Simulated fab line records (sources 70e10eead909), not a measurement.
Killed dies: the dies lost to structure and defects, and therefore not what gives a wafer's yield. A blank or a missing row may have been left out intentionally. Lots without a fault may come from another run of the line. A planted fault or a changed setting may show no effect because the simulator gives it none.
Matching of chambers + flow nandHarc + 4 sister chambers for NHARC_P_CONTACT_CMP_01 on cmp-04
The step polishes SiO2, target thk 200 nm. 8 wafers are shown with their chamber, then 7 later ones without.

WAFERS, EACH WITH ITS CHAMBER
| wafer  | chamber | motorCurrentA (A) |
|--------|---------|-------------------|
| L082.2 | 0       | 11.4              |
| L085.3 | 1       | 12.0              |
| L091.4 | 0       | 12.5              |
| L092.1 | 1       | 12.0              |
| L092.2 | 3       | 14.3              |
| L092.5 | 2       | 12.6              |
| L094.1 | 2       | 12.7              |
| L094.3 | 3       | 13.5              |

WAFERS WITHOUT THEIR CHAMBER
| wafer  | motorCurrentA (A) |
|--------|-------------------|
| L094.5 | 11.5              |
| L095.2 | 13.7              |
| L095.4 | 12.2              |
| L095.6 | 11.7              |
| L097.2 | 12.2              |
| L097.3 | 11.7              |
| L097.4 | 11.7              |

EACH ONE'S CHAMBER
| wafer  | from the rows above          | in truth |
|--------|------------------------------|----------|
| L094.5 | can't be placed: 0 or 1 or 2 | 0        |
| L095.2 | can't be placed: 3 or 2      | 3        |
| L095.4 | can't be placed: 1 or 0 or 2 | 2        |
| L095.6 | can't be placed: 0 or 1 or 2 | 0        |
| L097.2 | can't be placed: 1 or 0 or 2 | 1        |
| L097.3 | can't be placed: 0 or 1 or 2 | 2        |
| L097.4 | can't be placed: 0 or 1 or 2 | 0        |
Correct placement for 0 of the 7. Not placeable from these rows: 7 (in 7, the candidates include the true chamber). Wrongly placed: 0.
How it was worked out, from the rows above alone: a wafer's distance from a chamber is the root of the sum, over the readings, of the square of ((its reading less the chamber's mean) divided by the reading's scatter). The wafer belongs to the nearest chamber; if the next one is less than 2 further off, it can't be placed. A chamber's mean is the mean of its shown wafers. The scatter: the root of (the sum of the squares of (reading less its chamber's mean) over the shown wafers, divided by (wafers less chambers)).
